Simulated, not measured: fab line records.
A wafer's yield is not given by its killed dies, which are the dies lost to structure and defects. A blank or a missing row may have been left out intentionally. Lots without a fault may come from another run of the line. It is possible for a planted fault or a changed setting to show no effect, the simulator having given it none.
fab line records	flow nandHarc	part 1 of 2: steps 1 to 19 of 27
record: lots: 5	wafers: 15	lastDay: 23
route steps=1159 shown A_CONTACT@855
lots that met no fault: from a run of the same line without faults
startH: the number of hours between the record's first day and the start of the first shown wafer of the lot	waitH: hours since the lot's step before	" same as the row above	L1.1+2: a single row standing in for several wafers	- no value, or no start given	* or withheld: withheld	< > ~ a bound
route shown NAME@n: a module of which the file shows steps, and the number in the route of the first	usual: the fault-free wafers' mean and standard deviation	same: alike in all rows	chamber/n: place in a boat	sites: each site's reading	_std_site: how widely they spread, as a standard deviation	_edge_site: inner sites' mean taken away from outer sites' mean	radiusMm: for every site, how far away it sits from the centre of the wafer	mask NAME#n: copy n	behind: the most recent tool/chamber to have shaped the wafer	hold: the reason the lot was held/the length of the hold in hours/how it ended	device: names the non-switching transistor (n, p or np)	end of line: the tests these same wafers got at the end of their route	step lacking rows: just its recipe	killed: the dies lost at the first sort to structure and to defects; this is not the yield of the wafer	map: dies across one wafer; x = killed, . = not, _ = none there
set.NAME: setting as actually run; set.NAME@STEP: the setting as run at that earlier step	model.NAME: the simulator's own value behind a step, which no gauge read
lots at some steps of the route; a table a step, a row a wafer
services: from which hour (startH, from the record's first day; less than 0 if before it) a tool's chamber was out of use, for how many hours, and why
== steps ==
step: NHARC_A_CONTACT_OVL_MEAS_43
usual: overlayXNm: -0.1/0.9	overlayYNm: -0.1/0.81
lot.wafer	tool	chamber	startH	waitH	overlayXNm	overlayYNm
L079.1	overlay-01	-	384.55	-	0.7	0.5
L079.2	"	-	"	"	0.5	0.3
L079.6	"	-	"	"	-0.2	0.1
L082.1	overlay-02	-	417.63	-	1.1	-0.7
L082.3	"	-	"	"	0.9	-0.6
L082.5	"	-	"	"	1.4	-0.2
L085.2	overlay-01	-	433.15	-	-1.0	1.1
L085.4	"	-	"	"	-0.5	1.1
L085.5	"	-	"	"	-0.5	1.2
L086.1	overlay-02	-	443.04	-	-1.6	-0.3
L086.2	"	-	"	"	-1.6	-0.9
L086.5	"	-	"	"	-1.3	-0.2
L093.1	overlay-01	-	480.22	-	2.0	-1.2
L093.3	"	-	"	"	1.6	-1.2
L093.6	"	-	"	"	1.7	-0.4
step: NHARC_A_CONTACT_INSPECT_44
usual: rawDefectCount: 30/14
lot.wafer	tool	chamber	startH	waitH	rawDefectCount
L079.1	defectInspect-02	-	384.58	0.0	31
L079.2	"	-	"	"	16
L079.6	"	-	"	"	22
L082.1	defectInspect-01	-	417.67	0.0	28
L082.3	"	-	"	"	38
L082.5	"	-	"	"	16
L085.2	defectInspect-02	-	433.19	0.0	26
L085.4	"	-	"	"	25
L085.5	"	-	"	"	33
L086.1	defectInspect-01	-	443.07	0.0	16
L086.2	"	-	"	"	10
L086.5	"	-	"	"	12
L093.1	defectInspect-01	-	480.26	0.0	53
L093.3	"	-	"	"	70
L093.6	"	-	"	"	51
step: NHARC_A_CONTACT_DESCUM_47
recipe: timeS: 3	o2FlowSccm: 200	arFlowSccm: 0	biasPowerW: 0	chemistry: O2
usual: drypumpMotorCurrentA: 5.8/0.42	oesProductAu: 1.000/0.011	rfVppV: 57.8/0.87	showerheadPlenumPTorr: 1.90/0.079	throttleValvePct: 11.311/0.0091
lot.wafer	tool	chamber	startH	waitH	drypumpMotorCurrentA	oesProductAu	rfHoursCounterH	rfVppV	showerheadPlenumPTorr	throttleValvePct
L079.2	rieDiel-08	1	384.80	0.2	6.5	1.021	17	56.8	2.01	11.307
L079.1	"	0	"	"	5.8	1.007	16	57.1	1.89	11.324
L079.6	"	2	"	"	5.8	1.007	-	56.6	1.78	11.299
L082.1	rieDiel-08	0	417.74	0.1	5.8	1.004	26	58.5	1.89	11.319
L082.3	"	2	"	"	5.8	0.988	26	57.1	1.77	11.289
L082.5	"	0	"	"	5.8	1.004	-	57.1	1.89	11.293
L085.4	rieDiel-08	0	433.54	0.3	5.8	1.007	28	58.0	1.89	11.298
L085.2	"	1	"	"	6.5	1.016	21	59.1	2.01	11.311
L085.5	"	3	"	"	5.5	1.011	-	58.6	1.90	11.304
L086.2	rieDiel-10	3	443.20	0.1	5.7	0.990	29	57.6	1.93	11.285
L086.1	"	1	"	"	5.2	0.986	27	56.2	1.79	11.321
L086.5	"	3	"	"	5.6	0.994	-	56.5	1.93	11.302
L093.1	rieDiel-10	1	480.37	0.1	5.2	0.988	41	56.5	1.79	11.311
L093.3	"	2	"	"	5.2	0.995	44	57.1	1.94	11.318
L093.6	"	0	"	"	5.7	1.004	-	58.6	1.89	11.301
step: NHARC_A_CONTACT_ETCH_48
recipe: targetDepthA: 390	overEtchFrac: 0.3	timeS: 65	ionEnergyEv: 80	cf4FlowSccm: 150	arFlowSccm: 0	rfW: 300	biasW: 100	chemistry: CF4
usual: drypumpMotorCurrentA: 5.8/0.4	oesProductAu: 0.999/0.01	rfVppV: 151.1/1.3	showerheadPlenumPTorr: 1.76/0.066	throttleValvePct: 13.284/0.0088
lot.wafer	tool	chamber	startH	waitH	drypumpMotorCurrentA	oesProductAu	rfHoursCounterH	rfVppV	showerheadPlenumPTorr	throttleValvePct
L079.2	rieDiel-08	3	384.89	0.1	5.6	1.007	16	151.5	1.76	13.289
L079.1	"	1	"	"	6.5	1.006	17	152.8	1.85	13.288
L079.6	"	3	"	"	5.6	1.012	-	150.4	1.76	13.286
L082.3	rieDiel-08	2	417.82	0.1	5.8	0.988	26	150.1	1.65	13.280
L082.1	"	0	"	"	5.8	0.997	26	152.1	1.75	13.286
L082.5	"	3	"	"	5.5	1.008	-	151.9	1.76	13.272
L085.4	rieDiel-08	2	433.70	0.2	5.8	0.999	28	148.3	1.65	13.291
L085.2	"	3	"	"	5.6	1.012	27	151.3	1.76	13.290
L085.5	"	2	"	"	5.8	1.000	-	150.0	1.65	13.274
L086.2	rieDiel-10	3	443.30	0.1	5.6	0.989	29	152.1	1.78	13.298
L086.1	"	0	"	"	5.7	0.989	27	150.7	1.75	13.282
L086.5	"	1	"	"	5.2	0.989	-	151.0	1.67	13.287
L093.3	rieDiel-10	1	480.46	0.1	5.2	0.990	41	150.1	1.66	13.291
L093.1	"	2	"	"	5.2	0.996	44	150.5	1.79	13.280
L093.6	"	2	"	"	5.2	0.986	-	150.2	1.79	13.287
step: NHARC_A_CONTACT_ETCH_49
recipe: targetDepthA: 2600	overEtchFrac: 0.3	timeS: 475.3	ionEnergyEv: 200	n2FlowSccm: 150	h2FlowSccm: 150	arFlowSccm: 0	rfW: 400	biasW: 150	chemistry: N2/H2
usual: drypumpMotorCurrentA: 5.8/0.4	h2FlowSccm: 149.9/0.44	oesProductAu: 1.000/0.011	rfVppV: 430.2/2.4	showerheadPlenumPTorr: 2.03/0.084	throttleValvePct: 14.172/0.0089
lot.wafer	tool	chamber	startH	waitH	drypumpMotorCurrentA	h2FlowSccm	oesProductAu	rfHoursCounterH	rfVppV	showerheadPlenumPTorr	throttleValvePct
L079.1	rieDiel-08	1	-	-	6.5	150.0	1.007	17	432.3	2.15	14.160
L079.2	"	0	"	"	5.8	149.8	1.007	16	429.6	2.02	14.176
L079.6	"	1	"	"	6.5	149.7	1.013	-	432.2	2.15	14.159
L082.1	rieDiel-08	2	-	-	5.8	150.3	1.001	27	426.3	1.89	14.171
L082.3	"	3	"	"	5.6	150.0	1.021	26	430.9	2.03	14.171
L082.5	"	2	"	"	5.8	150.5	1.000	-	427.9	1.89	14.164
L085.4	rieDiel-08	2	-	-	5.8	150.0	1.009	28	428.1	1.89	14.178
L085.2	"	1	"	"	6.5	150.8	1.019	22	433.5	2.15	14.171
L085.5	"	2	"	"	5.8	149.9	1.000	-	425.4	1.89	14.170
L086.1	rieDiel-10	2	-	-	5.2	149.6	0.987	29	432.3	2.07	14.158
L086.2	"	3	"	"	5.7	150.1	0.988	29	430.6	2.06	14.166
L086.5	"	2	"	"	5.2	150.0	0.998	-	430.6	2.07	14.182
L093.1	rieDiel-10	2	-	-	5.2	149.9	1.005	44	429.9	2.07	14.170
L093.3	"	3	"	"	5.7	149.8	0.998	44	430.7	2.05	14.159
L093.6	"	1	"	"	5.1	148.9	0.995	-	427.1	1.90	14.177
step: NHARC_A_CONTACT_ETCH_50
recipe: targetDepthA: 847	timeS: 42.4	cf4FlowSccm: 100	chf3FlowSccm: 30	arFlowSccm: 0	rfW: 500	biasW: 200	chemistry: CF4/CHF3
usual: drypumpMotorCurrentA: 5.8/0.41	oesProductAu: 0.948/0.023	rfVppV: 370.3/2.1	showerheadPlenumPTorr: 1.56/0.058	throttleValvePct: 16.802/0.0085
lot.wafer	tool	chamber	startH	waitH	drypumpMotorCurrentA	oesProductAu	rfHoursCounterH	rfVppV	showerheadPlenumPTorr	throttleValvePct
L079.1	rieDiel-08	3	-	-	5.5	0.965	16	370.1	1.57	16.793
L079.2	"	1	"	"	6.5	0.963	17	373.1	1.65	16.808
L079.6	"	3	"	"	5.5	0.974	-	370.5	1.57	16.805
L082.3	rieDiel-08	3	-	-	5.6	0.965	26	370.1	1.56	16.795
L082.1	"	2	"	"	5.8	0.959	27	366.7	1.47	16.796
L082.5	"	0	"	"	5.8	0.966	-	369.5	1.55	16.794
L085.4	rieDiel-08	0	-	-	5.7	0.935	29	369.6	1.55	16.806
L085.2	"	3	"	"	5.6	0.935	28	370.3	1.56	16.807
L085.5	"	1	"	"	6.5	0.953	-	372.9	1.65	16.792
L086.1	rieDiel-10	2	-	-	5.2	0.914	29	371.1	1.60	16.809
L086.2	"	3	"	"	5.7	0.916	30	370.7	1.59	16.808
L086.5	"	3	"	"	5.7	0.920	-	369.4	1.59	16.789
L093.3	rieDiel-10	3	-	-	5.7	0.903	44	371.3	1.58	16.812
L093.1	"	0	"	"	5.8	0.920	41	370.2	1.55	16.794
L093.6	"	2	"	"	5.2	0.922	-	371.0	1.59	16.798
step: NHARC_A_CONTACT_ETCH_51
recipe: targetDepthA: 36000	overEtchFrac: 0.3	timeS: 936	ionEnergyEv: 150	o2FlowSccm: 400	cosFlowSccm: 20	arFlowSccm: 0	rfW: 500	biasW: 300	chemistry: O2/COS
usual: drypumpMotorCurrentA: 5.8/0.42	oesProductAu: 0.999/0.011	rfVppV: 313.9/1.9	showerheadPlenumPTorr: 3.10/0.12	throttleValvePct: 28.329/0.0085
lot.wafer	tool	chamber	startH	waitH	drypumpMotorCurrentA	oesProductAu	rfHoursCounterH	rfVppV	showerheadPlenumPTorr	throttleValvePct
L079.2	rieDiel-08	2	-	-	5.8	1.009	17	311.1	2.91	28.336
L079.1	"	1	"	"	6.5	1.020	17	316.4	3.27	28.333
L079.6	"	2	"	"	5.8	1.009	-	312.1	2.91	28.324
L082.3	rieDiel-08	0	-	-	5.8	1.007	27	312.4	3.09	28.342
L082.1	"	1	"	"	6.5	1.022	20	315.3	3.27	28.340
L082.5	"	3	"	"	5.6	1.011	-	313.6	3.10	28.325
L085.2	rieDiel-08	0	-	-	5.8	1.018	29	313.1	3.08	28.340
L085.4	"	1	"	"	6.5	1.024	22	316.6	3.27	28.329
L085.5	"	1	"	"	6.5	1.027	-	317.0	3.27	28.322
L086.1	rieDiel-10	3	-	-	5.7	0.990	30	315.3	3.15	28.333
L086.2	"	1	"	"	5.2	0.991	28	310.8	2.94	28.322
L086.5	"	0	"	"	5.8	0.992	-	312.7	3.09	28.332
L093.1	rieDiel-10	1	-	-	5.2	0.991	41	310.8	2.93	28.338
L093.3	"	3	"	"	5.7	1.001	44	313.3	3.14	28.344
L093.6	"	2	"	"	5.2	0.996	-	314.3	3.16	28.334
step: NHARC_A_CONTACT_ETCH_111
recipe: sourceW: withheld	pressureMtorr: 20	biasV: withheld	timeS: 140	targetDepthA: 7000	arFlowSccm: withheld	c4f8FlowSccm: withheld	o2FlowSccm: withheld	chemistry: C4F8/O2/Ar
lot.wafer	tool	chamber	startH	waitH	rfHoursCounterH
L079.1	harCapEtch-03	1	386.05	-	78
L079.2	"	0	"	"	78
L079.6	"	0	"	"	-
L082.1	harCapEtch-01	1	419.03	-	68
L082.3	"	1	"	"	-
L082.5	"	1	"	"	-
L085.2	harCapEtch-03	1	435.38	-	87
L085.4	"	1	"	"	-
L085.5	"	1	"	"	-
L086.2	harCapEtch-03	1	444.92	-	90
L086.1	"	0	"	"	90
L086.5	"	0	"	"	-
L093.1	harCapEtch-01	1	481.85	-	78
L093.3	"	1	"	"	-
L093.6	"	1	"	"	-
step: NHARC_A_CONTACT_ETCH_112
recipe: sourceW: withheld	pressureMtorr: 20	biasV: 3000	timeS: 94	targetDepthA: 9220	arFlowSccm: withheld	c4f8FlowSccm: withheld	o2FlowSccm: withheld	chemistry: C4F8/O2/Ar
lot.wafer	tool	chamber	startH	waitH	rfHoursCounterH
L079.1	harCapEtch-03	1	386.32	0.2	78
L079.2	"	0	"	"	78
L079.6	"	0	"	"	-
L082.1	harCapEtch-01	1	419.21	0.2	68
L082.3	"	1	"	"	-
L082.5	"	1	"	"	-
L085.2	harCapEtch-03	1	435.58	0.2	88
L085.4	"	1	"	"	-
L085.5	"	1	"	"	-
L086.2	harCapEtch-03	1	445.12	0.2	90
L086.1	"	0	"	"	90
L086.5	"	0	"	"	-
L093.1	harCapEtch-01	1	482.04	0.2	79
L093.3	"	1	"	"	-
L093.6	"	1	"	"	-
step: NHARC_A_CONTACT_ETCH_113
recipe: sourceW: withheld	pressureMtorr: 20	biasV: 3000	timeS: 94	targetDepthA: 9220	arFlowSccm: withheld	c4f8FlowSccm: withheld	o2FlowSccm: withheld	chemistry: C4F8/O2/Ar
lot.wafer	tool	chamber	startH	waitH	rfHoursCounterH
L079.1	harCapEtch-03	1	386.44	0.1	79
L079.2	"	0	"	"	79
L079.6	"	0	"	"	-
L082.1	harCapEtch-01	1	419.30	0.1	68
L082.3	"	1	"	"	-
L082.5	"	1	"	"	-
L085.2	harCapEtch-03	1	435.67	0.1	88
L085.4	"	1	"	"	-
L085.5	"	1	"	"	-
L086.2	harCapEtch-03	1	445.21	0.1	90
L086.1	"	0	"	"	90
L086.5	"	0	"	"	-
L093.1	harCapEtch-01	1	482.13	0.1	79
L093.3	"	1	"	"	-
L093.6	"	1	"	"	-
step: NHARC_A_CONTACT_ETCH_114
recipe: sourceW: withheld	pressureMtorr: 20	biasV: 3000	timeS: 94	targetDepthA: 9220	arFlowSccm: withheld	c4f8FlowSccm: withheld	o2FlowSccm: withheld	chemistry: C4F8/O2/Ar
lot.wafer	tool	chamber	startH	waitH	rfHoursCounterH
L079.1	harCapEtch-03	1	386.56	0.1	79
L079.2	"	0	"	"	79
L079.6	"	0	"	"	-
L082.1	harCapEtch-01	1	419.39	0.1	68
L082.3	"	1	"	"	-
L082.5	"	1	"	"	-
L085.2	harCapEtch-03	1	435.76	0.1	88
L085.4	"	1	"	"	-
L085.5	"	1	"	"	-
L086.2	harCapEtch-03	1	445.31	0.1	90
L086.1	"	0	"	"	90
L086.5	"	0	"	"	-
L093.1	harCapEtch-01	1	482.22	0.1	79
L093.3	"	1	"	"	-
L093.6	"	1	"	"	-
step: NHARC_A_CONTACT_ETCH_115
recipe: sourceW: withheld	pressureMtorr: 20	biasV: 3000	timeS: 94	targetDepthA: 9220	arFlowSccm: withheld	c4f8FlowSccm: withheld	o2FlowSccm: withheld	chemistry: C4F8/O2/Ar
lot.wafer	tool	chamber	startH	waitH	rfHoursCounterH
L079.1	harCapEtch-03	1	386.68	0.1	79
L079.2	"	0	"	"	79
L079.6	"	0	"	"	-
L082.1	harCapEtch-01	1	419.49	0.1	68
L082.3	"	1	"	"	-
L082.5	"	1	"	"	-
L085.2	harCapEtch-03	1	435.85	0.1	88
L085.4	"	1	"	"	-
L085.5	"	1	"	"	-
L086.2	harCapEtch-03	1	445.40	0.1	90
L086.1	"	0	"	"	90
L086.5	"	0	"	"	-
L093.1	harCapEtch-01	1	482.31	0.1	79
L093.3	"	1	"	"	-
L093.6	"	1	"	"	-
step: NHARC_A_CONTACT_ETCH_116
recipe: sourceW: withheld	pressureMtorr: 20	biasV: 3000	timeS: 94	targetDepthA: 9220	arFlowSccm: withheld	c4f8FlowSccm: withheld	o2FlowSccm: withheld	chemistry: C4F8/O2/Ar
lot.wafer	tool	chamber	startH	waitH	rfHoursCounterH
L079.1	harCapEtch-03	1	386.80	0.1	79
L079.2	"	0	"	"	79
L079.6	"	0	"	"	-
L082.1	harCapEtch-01	1	419.58	0.1	68
L082.3	"	1	"	"	-
L082.5	"	1	"	"	-
L085.2	harCapEtch-03	1	435.94	0.1	88
L085.4	"	1	"	"	-
L085.5	"	1	"	"	-
L086.2	harCapEtch-03	1	445.49	0.1	90
L086.1	"	0	"	"	90
L086.5	"	0	"	"	-
L093.1	harCapEtch-01	1	482.40	0.1	79
L093.3	"	1	"	"	-
L093.6	"	1	"	"	-
step: NHARC_A_CONTACT_ETCH_117
recipe: sourceW: withheld	pressureMtorr: 20	biasV: 3000	timeS: 94	targetDepthA: 9220	arFlowSccm: withheld	c4f8FlowSccm: withheld	o2FlowSccm: withheld	chemistry: C4F8/O2/Ar
lot.wafer	tool	chamber	startH	waitH	rfHoursCounterH
L079.1	harCapEtch-03	1	386.93	0.1	79
L079.2	"	0	"	"	79
L079.6	"	0	"	"	-
L082.1	harCapEtch-01	1	419.67	0.1	68
L082.3	"	1	"	"	-
L082.5	"	1	"	"	-
L085.2	harCapEtch-03	1	436.03	0.1	88
L085.4	"	1	"	"	-
L085.5	"	1	"	"	-
L086.2	harCapEtch-03	1	445.58	0.1	91
L086.1	"	0	"	"	91
L086.5	"	0	"	"	-
L093.1	harCapEtch-01	1	482.49	0.1	79
L093.3	"	1	"	"	-
L093.6	"	1	"	"	-
step: NHARC_A_CONTACT_ETCH_118
recipe: sourceW: withheld	pressureMtorr: 20	biasV: 3000	timeS: 94	targetDepthA: 9220	arFlowSccm: withheld	c4f8FlowSccm: withheld	o2FlowSccm: withheld	chemistry: C4F8/O2/Ar
lot.wafer	tool	chamber	startH	waitH	rfHoursCounterH
L079.1	harCapEtch-03	1	387.05	0.1	79
L079.2	"	0	"	"	79
L079.6	"	0	"	"	-
L082.1	harCapEtch-01	1	419.76	0.1	68
L082.3	"	1	"	"	-
L082.5	"	1	"	"	-
L085.2	harCapEtch-03	1	436.12	0.1	88
L085.4	"	1	"	"	-
L085.5	"	1	"	"	-
L086.2	harCapEtch-03	1	445.67	0.1	91
L086.1	"	0	"	"	91
L086.5	"	0	"	"	-
L093.1	harCapEtch-01	1	482.58	0.1	79
L093.3	"	1	"	"	-
L093.6	"	1	"	"	-
step: NHARC_A_CONTACT_ETCH_119
recipe: sourceW: withheld	pressureMtorr: 20	biasV: 3000	timeS: 94	targetDepthA: 9220	arFlowSccm: withheld	c4f8FlowSccm: withheld	o2FlowSccm: withheld	chemistry: C4F8/O2/Ar
lot.wafer	tool	chamber	startH	waitH	rfHoursCounterH
L079.1	harCapEtch-03	1	387.17	0.1	79
L079.2	"	0	"	"	79
L079.6	"	0	"	"	-
L082.1	harCapEtch-01	1	419.85	0.1	69
L082.3	"	1	"	"	-
L082.5	"	1	"	"	-
L085.2	harCapEtch-03	1	436.21	0.1	88
L085.4	"	1	"	"	-
L085.5	"	1	"	"	-
L086.2	harCapEtch-03	1	445.76	0.1	91
L086.1	"	0	"	"	91
L086.5	"	0	"	"	-
L093.1	harCapEtch-01	1	482.67	0.1	79
L093.3	"	1	"	"	-
L093.6	"	1	"	"	-
step: NHARC_A_CONTACT_ETCH_120
recipe: sourceW: withheld	pressureMtorr: 20	biasV: 3000	timeS: 94	targetDepthA: 9220	arFlowSccm: withheld	c4f8FlowSccm: withheld	o2FlowSccm: withheld	chemistry: C4F8/O2/Ar
lot.wafer	tool	chamber	startH	waitH	rfHoursCounterH
L079.1	harCapEtch-03	1	387.29	0.1	79
L079.2	"	0	"	"	79
L079.6	"	0	"	"	-
L082.1	harCapEtch-01	1	419.94	0.1	69
L082.3	"	1	"	"	-
L082.5	"	1	"	"	-
L085.2	harCapEtch-03	1	436.30	0.1	88
L085.4	"	1	"	"	-
L085.5	"	1	"	"	-
L086.2	harCapEtch-03	1	445.85	0.1	91
L086.1	"	0	"	"	91
L086.5	"	0	"	"	-
L093.1	harCapEtch-01	1	482.76	0.1	79
L093.3	"	1	"	"	-
L093.6	"	1	"	"	-
step: NHARC_A_CONTACT_ETCH_121
recipe: sourceW: withheld	pressureMtorr: 20	biasV: 3000	timeS: 94	targetDepthA: 9220	arFlowSccm: withheld	c4f8FlowSccm: withheld	o2FlowSccm: withheld	chemistry: C4F8/O2/Ar
lot.wafer	tool	chamber	startH	waitH	rfHoursCounterH
L079.1	harCapEtch-03	1	387.41	0.1	79
L079.2	"	0	"	"	79
L079.6	"	0	"	"	-
L082.1	harCapEtch-01	1	420.03	0.1	69
L082.3	"	1	"	"	-
L082.5	"	1	"	"	-
L085.2	harCapEtch-03	1	436.39	0.1	88
L085.4	"	1	"	"	-
L085.5	"	1	"	"	-
L086.2	harCapEtch-03	1	445.94	0.1	91
L086.1	"	0	"	"	91
L086.5	"	0	"	"	-
L093.1	harCapEtch-01	1	482.85	0.1	79
L093.3	"	1	"	"	-
L093.6	"	1	"	"	-
step: NHARC_A_CONTACT_ETCH_122
recipe: sourceW: withheld	pressureMtorr: 20	biasV: 3000	timeS: 95	targetDepthA: 9300	arFlowSccm: withheld	c4f8FlowSccm: withheld	o2FlowSccm: withheld	chemistry: C4F8/O2/Ar
lot.wafer	tool	chamber	startH	waitH	rfHoursCounterH
L079.1	harCapEtch-03	1	387.54	0.1	79
L079.2	"	0	"	"	79
L079.6	"	0	"	"	-
L082.1	harCapEtch-01	1	420.12	0.1	69
L082.3	"	1	"	"	-
L082.5	"	1	"	"	-
L085.2	harCapEtch-03	1	436.49	0.1	88
L085.4	"	1	"	"	-
L085.5	"	1	"	"	-
L086.2	harCapEtch-03	1	446.03	0.1	91
L086.1	"	0	"	"	91
L086.5	"	0	"	"	-
L093.1	harCapEtch-01	1	482.94	0.1	79
L093.3	"	1	"	"	-
L093.6	"	1	"	"	-
